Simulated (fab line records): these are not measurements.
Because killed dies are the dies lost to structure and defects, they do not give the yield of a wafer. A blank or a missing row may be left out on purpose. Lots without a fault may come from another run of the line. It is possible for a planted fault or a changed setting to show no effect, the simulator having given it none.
fab line records	flow n5-finfet
record: lots: 7	wafers: 39
route steps=1938 shown ZERO_LAYER@11 SD_EPI_N@269 GATE_CUT@469 MOL_CONTACT_COAG@624 BEOL_M1@789 BEOL_M8@1371 BEOL_M12@1637
start-h: hours from the record's first day to the start of the lot's first wafer shown	wait-h: time in hours since the lot's previous step	" same as the row above	L1.1+2: one row covering several wafers at once	- either no value or no given start	* or withheld: withheld	< > ~ a bound
route shown NAME@n: NAME is a module with steps in the file, n the number in the route of the first one	usual: the fault-free wafers' mean and standard deviation	same: alike in all rows	chamber/n: place in a boat	sites: readings site by site	_std_site: how widely they spread, as a standard deviation	_edge_site: outer sites' mean less inner sites'	radius-mm: for every site, how far away it sits from the centre of the wafer	mask NAME#n: copy n	behind: the last tool/chamber to shape the wafer	hold: why the lot went on hold/how many hours it stayed there/how the hold came to an end	device: which transistor (n, p or np) failed to switch	end of line: tests run on the same wafers once the route is complete	a step without rows: its recipe alone	killed: the dies lost at the first sort to structure and to defects; this is not the yield of the wafer	map: a wafer's dies, x killed, . not, _ none there
set.NAME: the setting as run; set.NAME@STEP: as run at that earlier step	model.NAME: the simulator's own value behind a step, which no gauge read
lots run with intentionally changed settings; tables by step, rows by wafer
== steps ==
step: N5_ZERO_LAYER_DEVELOP_10
recipe: develop-time-s: 60	rinse-liquid: diw	dry: air-spin	dev-temp-c: 21
lot.wafer	tool	chamber	start-h	wait-h	set.develop-time-s
L075.1+4+6	litho-track-01	0	-	-	32.33
L075.2+3+5	"	0	"	"	60
L080.1+2+3+4+5+6	litho-track-02	0	-	-	60
L081.1+2+3+4+5+6	litho-track-04	0	-	-	60
L093.1+2+6	litho-track-04	0	-	-	50.85
L093.3+4+5	"	0	"	"	60
L094.1+4+5	litho-track-04	0	-	-	60
L096.1+2+5	litho-track-01	0	-	-	60
L096.3+4+6	"	0	"	"	34.38
L097.1+2+3+4+5+6	litho-track-04	0	-	-	60
step: N5_ZERO_LAYER_HARDBAKE_23
recipe: temp-c: 130	time-s: 120
step: N5_ZERO_LAYER_CD_MEAS_11
recipe: target-cd-nm: 2000	landing-energy-ev: 500	detector: se-inlens
usual: cd-nm: 1998.6/2.8
lot.wafer	tool	chamber	start-h	wait-h	set.develop-time-s@ZERO_LAYER_DEVELOP_10	cd-nm
L075.1	cd-sem-03	0	18.77	-	32.33	1988.0
L075.2	"	0	"	"	60	2001.5
L075.3	"	0	"	"	60	2002.8
L075.4	"	0	"	"	32.33	1988.4
L075.5	"	0	"	"	60	2001.4
L075.6	"	0	"	"	32.33	1987.1
L080.1	cd-sem-01	0	48.64	-	60	1999.7
L080.2	"	0	"	"	60	1997.0
L080.3	"	0	"	"	60	2000.6
L080.4	"	0	"	"	60	2001.5
L080.5	"	0	"	"	60	1996.2
L080.6	"	0	"	"	60	1998.3
L081.1	cd-sem-03	0	54.77	-	60	1995.3
L081.2	"	0	"	"	60	1995.8
L081.3	"	0	"	"	60	1996.9
L081.4	"	0	"	"	60	1995.7
L081.5	"	0	"	"	60	1996.6
L081.6	"	0	"	"	60	1997.5
L093.1	cd-sem-03	0	126.77	-	50.85	1993.1
L093.2	"	0	"	"	50.85	1993.5
L093.3	"	0	"	"	60	1995.1
L093.4	"	0	"	"	60	1995.3
L093.5	"	0	"	"	60	1996.1
L093.6	"	0	"	"	50.85	1993.4
L094.1	cd-sem-01	0	132.64	-	60	1995.0
L094.4	"	0	"	"	60	1994.7
L094.5	"	0	"	"	60	1994.0
L096.1	cd-sem-01	0	144.64	-	60	2000.5
L096.2	"	0	"	"	60	2001.8
L096.3	"	0	"	"	34.38	1987.8
L096.4	"	0	"	"	34.38	1987.2
L096.5	"	0	"	"	60	1998.8
L096.6	"	0	"	"	34.38	1988.8
L097.1	cd-sem-01	0	150.66	-	60	1996.3
L097.2	"	0	"	"	60	1998.5
L097.3	"	0	"	"	60	1997.0
L097.4	"	0	"	"	60	1999.1
L097.5	"	0	"	"	60	1995.8
L097.6	"	0	"	"	60	1995.8
step: N5_ZERO_LAYER_DESCUM_16
recipe: chemistry: O2	time-s: 7.9	source-power-w: 50	bias-power-w: 20	pressure-mtorr: 20	rf-frequency-hz: 2.712e+07	temp-c: 40	o2-flow-sccm: 225
lot.wafer	tool	chamber	start-h	wait-h	set.develop-time-s@ZERO_LAYER_DEVELOP_10	model.ZERO_LAYER.cd-nm
L075.1	rie-diel-02	3	18.81	0.0	32.33	1988
L075.2+5	"	1,0	"	"	60	2001
L075.3	"	2	"	"	60	-
L075.4	"	0	"	"	32.33	1989
L075.6	"	1	"	"	32.33	1987
L080.1	rie-diel-05	2	48.68	0.0	60	2000
L080.2+6	"	1,0	"	"	60	1998
L080.3	"	3	"	"	60	2001
L080.4	"	0	"	"	60	2002
L080.5	"	3	"	"	60	1997
L081.1+2+4	rie-diel-02	1,3,0	54.80	0.0	60	1996
L081.3+5	"	2,1	"	"	60	1997
L081.6	"	2	"	"	60	1998
L093.1+6	rie-diel-02	3,0	126.80	0.0	50.85	1993
L093.2	"	2	"	"	50.85	1994
L093.3+4	"	0,2	"	"	60	1995
L093.5	"	3	"	"	60	-
L094.1+4	rie-diel-03	1,2	132.68	0.0	60	1995
L094.5	"	2	"	"	60	1994
L096.1	rie-diel-03	3	144.68	0.0	60	2001
L096.2	"	0	"	"	60	2002
L096.3+4	"	1,2	"	"	34.38	1987
L096.5	"	0	"	"	60	1999
L096.6	"	3	"	"	34.38	1989
L097.1+5	rie-diel-05	0,1	150.70	0.0	60	1996
L097.2+4	"	3,1	"	"	60	1999
L097.3	"	2	"	"	60	1997
L097.6	"	0	"	"	60	1995
step: N5_SD_EPI_N_DEVELOP_08
recipe: develop-time-s: 30	developer: TMAH	resist: CAR-ArF-block	dev-temp-c: 23	rinse-liquid: diw	dry: air-spin
lot.wafer	tool	chamber	start-h	wait-h	set.develop-time-s
L075.1+2+6	litho-track-03	0	-	-	41.59
L075.3+4+5	"	0	"	"	30
L080.1+2+3	litho-track-05	0	-	-	14.79
L080.4+5+6	"	0	"	"	30
L081.1+2+3+4+5+6	litho-track-05	0	-	-	30
L093.1+2+3+4+5+6	litho-track-05	0	-	-	30
L094.1+4+5	litho-track-03	0	-	-	30
L096.1+4+6	litho-track-02	0	-	-	17.66
L096.2+3+5	"	0	"	"	30
L097.1+2+3+4+5+6	litho-track-05	0	-	-	30
step: N5_SD_EPI_N_CD_MEAS_09
recipe: target-cd-nm: 120	landing-energy-ev: 500	detector: se-inlens
usual: cd-nm: 120.2/0.57
lot.wafer	tool	chamber	start-h	wait-h	set.develop-time-s@SD_EPI_N_DEVELOP_08	cd-nm
L075.1	cd-sem-01	0	55.86	-	41.59	121.1
L075.2	"	0	"	"	41.59	121.6
L075.3	"	0	"	"	30	119.6
L075.4	"	0	"	"	30	119.7
L075.5	"	0	"	"	30	119.6
L075.6	"	0	"	"	41.59	121.6
L080.1	cd-sem-02	0	84.06	-	14.79	117.1
L080.2	"	0	"	"	14.79	117.4
L080.3	"	0	"	"	14.79	117.0
L080.4	"	0	"	"	30	120.8
L080.5	"	0	"	"	30	120.8
L080.6	"	0	"	"	30	120.2
L081.1	cd-sem-02	0	90.64	-	30	119.9
L081.2	"	0	"	"	30	119.5
L081.3	"	0	"	"	30	119.7
L081.4	"	0	"	"	30	120.0
L081.5	"	0	"	"	30	120.4
L081.6	"	0	"	"	30	120.8
L093.1	cd-sem-01	0	167.55	-	30	120.9
L093.2	"	0	"	"	30	120.9
L093.3	"	0	"	"	30	120.4
L093.4	"	0	"	"	30	120.4
L093.5	"	0	"	"	30	120.5
L093.6	"	0	"	"	30	120.0
L094.1	cd-sem-01	0	168.61	-	30	119.1
L094.4	"	0	"	"	30	120.2
L094.5	"	0	"	"	30	120.6
L096.1	cd-sem-01	0	180.77	-	17.66	118.0
L096.2	"	0	"	"	30	120.9
L096.3	"	0	"	"	30	120.6
L096.4	"	0	"	"	17.66	117.4
L096.5	"	0	"	"	30	119.4
L096.6	"	0	"	"	17.66	117.0
L097.1	cd-sem-03	0	190.72	-	30	120.2
L097.2	"	0	"	"	30	120.5
L097.3	"	0	"	"	30	120.8
L097.4	"	0	"	"	30	120.6
L097.5	"	0	"	"	30	120.1
L097.6	"	0	"	"	30	119.3
step: N5_SD_EPI_N_DESCUM_14
recipe: chemistry: O2	time-s: 7.9	source-power-w: 50	bias-power-w: 20	pressure-mtorr: 20	rf-frequency-hz: 2.712e+07	temp-c: 40	resist: CAR-ArF-block	o2-flow-sccm: 225
lot.wafer	tool	chamber	start-h	wait-h	set.develop-time-s@SD_EPI_N_DEVELOP_08	model.SD_EPI_N.cd-nm
L075.1+2	rie-diel-04	2,0	56.12	0.2	41.59	121.4
L075.3+4	"	3,1	"	"	30	119.8
L075.5	"	1	"	"	30	119.4
L075.6	"	0	"	"	41.59	121.6
L080.1+3	rie-diel-01	2,3	84.15	0.0	14.79	117
L080.2	"	1	"	"	14.79	117.2
L080.4	"	0	"	"	30	121
L080.5	"	0	"	"	30	120.6
L080.6	"	3	"	"	30	120.4
L081.1	rie-diel-01	0	90.73	0.0	30	119.6
L081.2	"	3	"	"	30	119.8
L081.3	"	1	"	"	30	119.4
L081.4	"	2	"	"	30	120
L081.5	"	0	"	"	30	120.4
L081.6	"	3	"	"	30	120.8
L093.1	rie-diel-01	0	167.64	0.0	30	121
L093.2	"	2	"	"	30	121.2
L093.3	"	1	"	"	30	120.2
L093.4+5	"	0,1	"	"	30	120.4
L093.6	"	2	"	"	30	119.8
L094.1	rie-diel-01	2	168.69	0.0	30	119.2
L094.4	"	0	"	"	30	120
L094.5	"	1	"	"	30	120.4
L096.1+4	rie-diel-06	2,0	180.96	0.1	17.66	117.2
L096.2	"	3	"	"	30	121
L096.3	"	1	"	"	30	120.6
L096.5	"	2	"	"	30	119.4
L096.6	"	1	"	"	17.66	116.8
L097.1	rie-diel-01	0	191.13	0.4	30	120.2
L097.2	"	2	"	"	30	120.4
L097.3+4	"	1,0	"	"	30	121
L097.5	"	1	"	"	30	120
L097.6	"	2	"	"	30	119.6
step: N5_SD_EPI_N_ETCH_34
recipe: chemistry: CF4	target: SiARC	target-depth-a: 455	mask-material: CAR-ArF-block	time-s: 75.8	ion-energy-ev: 80	pressure-mtorr: 40	source-w: 545	bias-w: 36	Ar_flow_sccm: 100	cf4-flow-sccm: 100	ends: cleared
lot.wafer	tool	chamber	start-h	wait-h	set.develop-time-s@SD_EPI_N_DEVELOP_08	model.SD_EPI_N.cd-nm
L075.1+2	rie-diel-04	2,0	56.16	0.0	41.59	121.2
L075.3	"	3	"	"	30	119.6
L075.4	"	1	"	"	30	119.8
L075.5	"	1	"	"	30	119
L075.6	"	0	"	"	41.59	121.6
L080.1	rie-diel-01	2	84.18	0.0	14.79	117
L080.2+3	"	1,3	"	"	14.79	117.2
L080.4	"	0	"	"	30	121
L080.5	"	0	"	"	30	120.8
L080.6	"	3	"	"	30	120.6
L081.1	rie-diel-01	0	90.76	0.0	30	119.6
L081.2+4	"	3,2	"	"	30	120
L081.3	"	1	"	"	30	119.4
L081.5	"	0	"	"	30	120.6
L081.6	"	3	"	"	30	120.8
L093.1	rie-diel-01	0	167.67	0.0	30	120.8
L093.2	"	2	"	"	30	121.2
L093.3	"	1	"	"	30	120.2
L093.4+5	"	0,1	"	"	30	120.4
L093.6	"	2	"	"	30	119.8
L094.1	rie-diel-01	2	168.73	0.0	30	119.4
L094.4	"	0	"	"	30	120.2
L094.5	"	1	"	"	30	120.8
L096.1	rie-diel-06	2	181.00	0.0	17.66	117.4
L096.2	"	3	"	"	30	121
L096.3	"	1	"	"	30	120.8
L096.4	"	0	"	"	17.66	117.2
L096.5	"	2	"	"	30	119.4
L096.6	"	1	"	"	17.66	117
L097.1+5	rie-diel-01	0,1	191.17	0.0	30	120.2
L097.2	"	2	"	"	30	120.4
L097.3	"	1	"	"	30	121
L097.4	"	0	"	"	30	120.8
L097.6	"	2	"	"	30	119.6
step: N5_GATE_CUT_ETCH_58
recipe: chemistry: CH3F/O2	target: SiNx	target-depth-a: 170	time-s: 128.6	ion-energy-ev: 50	pressure-mtorr: 30	source-w: 415	bias-w: 21	Ar_flow_sccm: 150	CH3F_flow_sccm: 30	O2_flow_sccm: 20
lot.wafer	tool	chamber	start-h	wait-h	set.time-s	model.etch.depth-nm	model.SiNx_of_SDB_ALD_29.thk-nm
L075.1	rie-diel-03	3	86.01	0.1	64.07	8.751	25.6
L075.2	"	0	"	"	128.6	17.48	24.2
L075.3	"	1	"	"	64.07	8.513	25.8
L075.4	"	2	"	"	128.6	16.39	24.6
L075.5	"	2	"	"	64.07	8.168	26
L075.6	"	3	"	"	128.6	17.57	24.2
L080.1	rie-diel-02	2	115.36	0.0	128.6	16.7	24.8
L080.2+5	"	0,1	"	"	128.6	16.73	24.6
L080.3	"	1	"	"	128.6	16.94	24.6
L080.4	"	3	"	"	128.6	16.5	24.8
L080.6	"	2	"	"	128.6	16.78	24.6
L081.1	rie-diel-05	1	124.30	0.2	128.6	17.87	24.6
L081.2	"	0	"	"	128.6	16.89	24.6
L081.3	"	3	"	"	205.2	27.44	22.8
L081.4	"	2	"	"	205.2	27.1	23
L081.5	"	1	"	"	205.2	28.35	22.8
L081.6	"	0	"	"	128.6	17.08	24.6
L093.1	rie-diel-03	1	198.73	0.0	90.91	12.35	25.4
L093.2	"	0	"	"	128.6	17.69	24.4
L093.3	"	3	"	"	90.91	12.35	25
L093.4	"	2	"	"	128.6	16.72	24.6
L093.5	"	1	"	"	128.6	17.43	24.4
L093.6	"	0	"	"	90.91	12.37	25.2
L094.1	rie-diel-03	2	200.82	0.0	128.6	16.6	24.6
L094.4	"	0	"	"	128.6	17.47	24.6
L094.5	"	3	"	"	128.6	17.34	24.8
L096.1	rie-diel-02	2	212.51	0.0	178.3	22.88	23.8
L096.2	"	0	"	"	178.3	23.25	23.6
L096.3	"	3	"	"	128.6	16.52	24.6
L096.4	"	1	"	"	128.6	16.72	24.8
L096.5	"	3	"	"	128.6	16.45	25
L096.6	"	0	"	"	178.3	22.9	23.8
L097.1	rie-diel-03	0	224.78	0.0	89.99	12.1	25.4
L097.2	"	1	"	"	89.99	12.08	25.4
L097.3	"	3	"	"	128.6	17.33	24.4
L097.4	"	2	"	"	128.6	16.35	24.8
L097.5	"	0	"	"	89.99	12.1	25.2
L097.6	"	1	"	"	128.6	17.18	24.6
step: N5_MOL_CONTACT_COAG_CVD_140
recipe: material: W	target-thk-a: 665	mode: selective-fill	temp-c: 300	time-s: 215
lot.wafer	tool	chamber	start-h	wait-h	set.target-thk-a	model.W_of_MOL_CONTACT_COAG_CVD_140.thk-nm
L075.1	cvd-w-02	0	109.15	0.1	287.4	29
L075.2	"	0	"	"	287.4	28.4
L075.3	"	0	"	"	665	66.8
L075.4+6	"	0	"	"	665	66.2
L075.5	"	0	"	"	287.4	28.8
L080.1	cvd-w-02	1	135.86	0.1	537.1	54.6
L080.2	"	0	"	"	537.1	54.8
L080.3	"	0	"	"	665	67.2
L080.4	"	1	"	"	537.1	54
L080.5	"	0	"	"	665	67.4
L080.6	"	1	"	"	665	66.2
L081.1+4	cvd-w-01	1	143.30	0.1	665	67.8
L081.2	"	0	"	"	665	67.2
L081.3	"	0	"	"	665	67.4
L081.5	"	1	"	"	665	68
L081.6	"	0	"	"	665	66.8
L093.1+5	cvd-w-01	0	217.98	0.1	665	67.6
L093.2	"	1	"	"	535.8	55
L093.3	"	1	"	"	535.8	54.2
L093.4	"	0	"	"	665	67.2
L093.6	"	1	"	"	535.8	54.8
L094.1+4+5	cvd-w-02	0,0,1	220.37	0.1	665	66.8
L096.1	cvd-w-02	1	232.06	0.1	665	67.2
L096.2	"	0	"	"	665	68.2
L096.3	"	1	"	"	665	67.8
L096.4	"	0	"	"	906.2	91
L096.5	"	0	"	"	906.2	91.8
L096.6	"	1	"	"	906.2	91.6
L097.1	cvd-w-02	0	243.68	0.1	665	67.4
L097.2	"	1	"	"	876.8	87.6
L097.3	"	1	"	"	876.8	87.8
L097.4	"	0	"	"	876.8	88.4
L097.5	"	1	"	"	665	66.4
L097.6	"	0	"	"	665	67.2
step: N5_MOL_CONTACT_COAG_PRECLEAN_127
recipe: chemistry: DIW	time-s: 57.5	temp-c: 23
step: N5_MOL_CONTACT_COAG_SRD_128
recipe: dry-time-s: 32	dry: n2-spin	spin-rpm: 1500
step: N5_MOL_CONTACT_COAG_CMP_52
recipe: stop-on: SiO2	t-overpolish-s: 1.5	post-cmp-clean: w-dilute-nh4oh	down-force-psi: 4	platen-rpm: 50.289	pad-velocity-m-s: 1.0006	target-thk-nm: 66.5
lot.wafer	tool	chamber	start-h	wait-h	set.target-thk-a@MOL_CONTACT_COAG_CVD_140	model.W_of_MOL_CONTACT_COAG_CVD_140.thk-nm
L075.2	cmp-03	2	109.94	0.3	287.4	28.4
L075.4+6	"	3,2	"	"	665	66.2
L075.1	"	0	"	"	287.4	29
L075.3	"	1	"	"	665	66.8
L075.5	"	3	"	"	287.4	28.8
L080.1	cmp-01	2	136.38	0.1	537.1	54.6
L080.3	"	3	"	"	665	67.2
L080.2	"	0	"	"	537.1	54.8
L080.4	"	1	"	"	537.1	54
L080.5	"	2	"	"	665	67.4
L080.6	"	3	"	"	665	66.2
L081.1	cmp-01	2	143.82	0.2	665	67
L081.4	"	3	"	"	665	66.2
L081.3	"	0	"	"	665	67.4
L081.2	"	1	"	"	665	67.2
L081.5	"	2	"	"	665	65.2
L081.6	"	3	"	"	665	66.8
L093.1+5	cmp-01	0,1	218.30	0.0	665	66.4
L093.4	"	1	"	"	665	67.2
L093.3	"	2	"	"	535.8	54.2
L093.2	"	3	"	"	535.8	55
L093.6	"	0	"	"	535.8	54.8
L094.4+1+5	cmp-02	0,2,3	220.73	0.1	665	66.8
L096.1	cmp-01	0	232.38	0.0	665	67.2
L096.4	"	1	"	"	906.2	68.4
L096.3	"	2	"	"	665	67
L096.2	"	3	"	"	665	68
L096.5	"	0	"	"	906.2	67.8
L096.6	"	1	"	"	906.2	67.2
L097.2	cmp-03	3	244.01	0.0	876.8	65.4
L097.1	"	0	"	"	665	67.4
L097.4	"	1	"	"	876.8	65
L097.3	"	2	"	"	876.8	64.8
L097.5	"	3	"	"	665	66.4
L097.6	"	0	"	"	665	67.2
step: N5_BEOL_M1_DESCUM_33
recipe: chemistry: O2	time-s: 7	source-power-w: 50	bias-power-w: 20	pressure-mtorr: 20	rf-frequency-hz: 2.712e+07	temp-c: 40	resist: CAR-EUV	o2-flow-sccm: 225
lot.wafer	tool	chamber	start-h	wait-h	set.time-s	model.CAR-EUV_of_BEOL_M1_COAT_22.thk-nm
L075.1	rie-diel-05	3	131.39	0.0	7	26
L075.2+4	"	0,2	"	"	8.225	25.4
L075.3	"	1	"	"	8.225	25.2
L075.5+6	"	1,2	"	"	7	25.8
L080.1	rie-diel-03	0	161.68	0.1	7	25.8
L080.2+3+4+5+6	"	3,2,3,0,2	"	"	7	26
L081.1+4+5	rie-diel-02	3,2,3	163.33	0.0	7	26.2
L081.2+3+6	"	0,2,0	"	"	9.366	25
L093.1+2+6	rie-diel-05	0,3,3	239.06	0.1	7	26.2
L093.3+4+5	"	1,0,1	"	"	5.27	27
L094.1+5	rie-diel-02	3,2	241.68	0.0	7	26.2
L094.4	"	1	"	"	7	26
L096.1	rie-diel-03	0	255.41	0.0	9.368	24.8
L096.2+5	"	1,2	"	"	9.368	25
L096.3+4+6	"	3,2,3	"	"	7	26.2
L097.1+2+4	rie-diel-03	0,3,1	269.20	0.0	7	26.2
L097.3+5	"	2,0	"	"	5.361	27
L097.6	"	1	"	"	5.361	26.8
step: N5_BEOL_M8_ETCH_66
recipe: chemistry: N2/H2	target: SOC	target-depth-a: 800	overetch-a: 160	mask-material: SiARC	temp-c: 40	time-s: 120	ion-energy-ev: 200	pressure-mtorr: 30	source-w: 840	bias-w: 150	n2-flow-sccm: 200	h2-flow-sccm: 200
lot.wafer	tool	chamber	start-h	wait-h	set.target-depth-a	model.SiARC_of_BEOL_M8_COAT_64.thk-nm	model.BEOL_M8.cd-nm
L075.1	rie-diel-06	0	229.53	0.0	800	6.4	39.8
L075.2	"	2	"	"	800	6.6	39.6
L075.3+4	"	3	"	"	800	6.6	40
L075.5	"	2	"	"	800	6.6	39.8
L075.6	"	0	"	"	800	6.4	40
L080.1	rie-diel-04	2	276.04	0.0	1246	4	40.8
L080.2	"	3	"	"	800	6	40
L080.3	"	1	"	"	800	6.4	40
L080.4	"	0	"	"	800	6.4	39.8
L080.5	"	0	"	"	1246	3.6	41
L080.6	"	1	"	"	1246	3.8	40.6
L081.1	rie-diel-04	1	278.58	0.0	800	6.4	39.6
L081.2	"	3	"	"	1113	4.2	40.8
L081.3	"	2	"	"	800	6.4	40
L081.4	"	0	"	"	1113	4.4	40.8
L081.5	"	2	"	"	1113	4.6	40.6
L081.6	"	3	"	"	800	6.2	40
L094.1+5	rie-diel-04	0	361.30	0.0	800	6.2	40.2
L094.4	"	2	"	"	800	6.2	40
L093.1	rie-diel-01	0	367.40	0.0	800	6.6	39.8
L093.2	"	2	"	"	800	6.8	39.8
L093.3	"	1	"	"	1071	4.8	40.6
L093.4	"	3	"	"	800	6.4	39.8
L093.5	"	1	"	"	1071	4.8	40.4
L093.6	"	2	"	"	1071	5.4	40.6
L096.1	rie-diel-01	3	370.38	0.0	800	6.4	40.2
L096.2+6	"	2	"	"	1064	5.2	40.8
L096.3	"	0	"	"	1064	5	41
L096.4+5	"	1	"	"	800	6.4	40
L097.1	rie-diel-01	3	397.24	0.0	800	6.4	40.2
L097.2	"	0	"	"	800	6.6	40
L097.3	"	2	"	"	543	8.2	39.2
L097.4	"	1	"	"	543	8	39.6
L097.5	"	3	"	"	800	6.6	40.2
L097.6	"	2	"	"	543	8.2	39.4
step: N5_BEOL_M12_ETCH_68
recipe: chemistry: N2/H2	target: SOC	mask-material: SiARC	source-w: 3000	bias-w: 350	temp-c: 40	time-s: 285	ion-energy-ev: 200	pressure-mtorr: 30	n2-flow-sccm: 200	h2-flow-sccm: 200
lot.wafer	tool	chamber	start-h	wait-h	set.target-depth-a	model.SiARC_of_BEOL_M12_COAT_66.thk-nm
L075.1	rie-diel-06	0	258.02	0.1	2328	100.8
L075.2+3	"	3,1	"	"	2328	101
L075.4	"	2	"	"	5700	86.6
L075.5	"	0	"	"	5700	85.8
L075.6	"	3	"	"	5700	87.6
L080.1	rie-diel-06	2	308.44	0.1	7459	78.4
L080.2	"	0	"	"	5700	85.6
L080.3	"	1	"	"	7459	79
L080.4	"	2	"	"	5700	86.4
L080.5	"	0	"	"	7459	77.8
L080.6	"	1	"	"	5700	86.6
L081.1	rie-diel-06	1	310.30	0.1	5700	86.4
L081.2	"	0	"	"	5700	85.2
L081.3+4	"	2	"	"	5700	86
L081.5	"	0	"	"	5700	85.4
L081.6	"	1	"	"	5700	86.8
L094.1	rie-diel-01	2	392.62	0.1	5700	86
L094.4	"	3	"	"	5700	85.4
L094.5	"	1	"	"	5700	85.6
L093.1	rie-diel-04	0	393.94	0.1	8941	71.8
L093.2+3+5	"	2,3,1	"	"	5700	85.2
L093.4	"	1	"	"	8941	71.2
L093.6	"	2	"	"	8941	70.8
L096.1	rie-diel-04	2	400.56	0.1	8860	71.8
L096.2	"	1	"	"	8860	72.2
L096.3	"	3	"	"	8860	71.6
L096.4	"	0	"	"	5700	85.8
L096.5	"	0	"	"	5700	85.6
L096.6	"	1	"	"	5700	86
L097.1+3+4	rie-diel-04	3,2,1	432.24	0.1	3210	96.4
L097.2	"	0	"	"	5700	85.2
L097.5	"	2	"	"	5700	85.4
L097.6	"	3	"	"	5700	85.8
== key ==
split: step: N5_ZERO_LAYER_DEVELOP_10	setting: develop-time-s	stated: 60	by: wafer
response: step: N5_ZERO_LAYER_CD_MEAS_11	reading: cd-nm	change: +0.29	per: 1%	r: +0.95
response: step: N5_ZERO_LAYER_DESCUM_16	reading: model.ZERO_LAYER.cd-nm	change: +0.286	per: 1%	r: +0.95
split: step: N5_SD_EPI_N_DEVELOP_08	setting: develop-time-s	stated: 30	by: wafer
response: step: N5_SD_EPI_N_CD_MEAS_09	reading: cd-nm	change: +0.0623	per: 1%	r: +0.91
response: step: N5_SD_EPI_N_DESCUM_14	reading: model.SD_EPI_N.cd-nm	change: +0.0671	per: 1%	r: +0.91
response: step: N5_SD_EPI_N_ETCH_34	reading: model.SD_EPI_N.cd-nm	change: +0.0677	per: 1%	r: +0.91
split: step: N5_GATE_CUT_ETCH_58	setting: time-s	stated: 128.6	by: wafer
response: step: N5_GATE_CUT_ETCH_58	reading: model.etch.depth-nm	change: +0.171	per: 1%	r: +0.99
response: step: N5_GATE_CUT_ETCH_58	reading: model.SiNx_of_SDB_ALD_29.thk-nm	change: -0.0281	per: 1%	r: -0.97
split: step: N5_MOL_CONTACT_COAG_CVD_140	setting: target-thk-a	stated: 665	by: wafer
response: step: N5_MOL_CONTACT_COAG_CVD_140	reading: model.W_of_MOL_CONTACT_COAG_CVD_140.thk-nm	change: +0.659	per: 1%	r: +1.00
response: step: N5_MOL_CONTACT_COAG_CMP_52	reading: model.W_of_MOL_CONTACT_COAG_CVD_140.thk-nm	shape: bent	at-lowest: 28.73	at-stated: 66.81	at-highest: 67.8
split: step: N5_BEOL_M1_DESCUM_33	setting: time-s	stated: 7	by: wafer
response: step: N5_BEOL_M1_DESCUM_33	reading: model.CAR-EUV_of_BEOL_M1_COAT_22.thk-nm	change: -0.0346	per: 1%	r: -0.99
split: step: N5_BEOL_M8_ETCH_66	setting: target-depth-a	stated: 800	by: wafer
response: step: N5_BEOL_M8_ETCH_66	reading: model.SiARC_of_BEOL_M8_COAT_64.thk-nm	change: -0.0456	per: 1%	r: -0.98
response: step: N5_BEOL_M8_ETCH_66	reading: model.BEOL_M8.cd-nm	change: +0.0199	per: 1%	r: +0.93
split: step: N5_BEOL_M12_ETCH_68	setting: target-depth-a	stated: 5700	by: wafer
response: step: N5_BEOL_M12_ETCH_68	reading: model.SiARC_of_BEOL_M12_COAT_66.thk-nm	change: -0.247	per: 1%	r: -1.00
